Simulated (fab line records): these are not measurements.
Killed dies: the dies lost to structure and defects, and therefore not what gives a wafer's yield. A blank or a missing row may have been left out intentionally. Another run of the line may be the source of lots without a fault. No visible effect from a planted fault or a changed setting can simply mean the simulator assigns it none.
Matching of chambers + flow n5-finfet + N5_BEOL_M12_ETCH_59 on rie-diel-01 has 4 sister chambers
The step etches BARC in N2/H2, target depth 89 nm, overetch 26.7 nm, time 67.9 s. 4 wafers are shown with their chamber, then 9 later ones without.

== WAFERS, EACH WITH ITS CHAMBER ==
| wafer  | chamber | showerhead-plenum-p-Torr (Torr) |
|--------|---------|---------------------------------|
| L082.5 | 1       | 2.54                            |
| L086.3 | 2       | 2.62                            |
| L093.4 | 0       | 2.47                            |
| L093.6 | 3       | 2.47                            |

== WAFERS WHOSE CHAMBER IS MISSING ==
| wafer  | showerhead-plenum-p-Torr (Torr) |
|--------|---------------------------------|
| L096.1 | 2.46                            |
| L096.3 | 2.53                            |
| L096.5 | 2.47                            |
| L095.3 | 2.46                            |
| L095.5 | 2.46                            |
| L095.6 | 2.53                            |
| L097.2 | 2.61                            |
| L097.4 | 2.53                            |
| L097.6 | 2.46                            |

== WHICH CHAMBER EACH WENT THROUGH ==
| wafer  | from the rows above     | in truth |
|--------|-------------------------|----------|
| L096.1 | can't be placed: 0 or 3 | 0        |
| L096.3 | 1                       | 1        |
| L096.5 | can't be placed: 0 or 3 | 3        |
| L095.3 | can't be placed: 0 or 3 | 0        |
| L095.5 | can't be placed: 0 or 3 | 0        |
| L095.6 | 1                       | 1        |
| L097.2 | 2                       | 2        |
| L097.4 | 1                       | 1        |
| L097.6 | can't be placed: 0 or 3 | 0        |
Correct placement for 4 of the 9. Cannot be placed on the basis of these rows: 5; the candidates contain the true chamber in 5. 0 placed wrongly.
How it was worked out, from the rows above alone: a wafer's distance from a chamber is the root of the sum, over the readings, of the square of ((its reading less the chamber's mean) divided by the reading's scatter). The wafer belongs to the nearest chamber; if the next one is less than 2 further off, it can't be placed. The mean given for a chamber averages the wafers shown for that chamber. The scatter: with one shown wafer a chamber, the root of the mean of the squares of how far each hidden wafer lies from its nearest shown one.
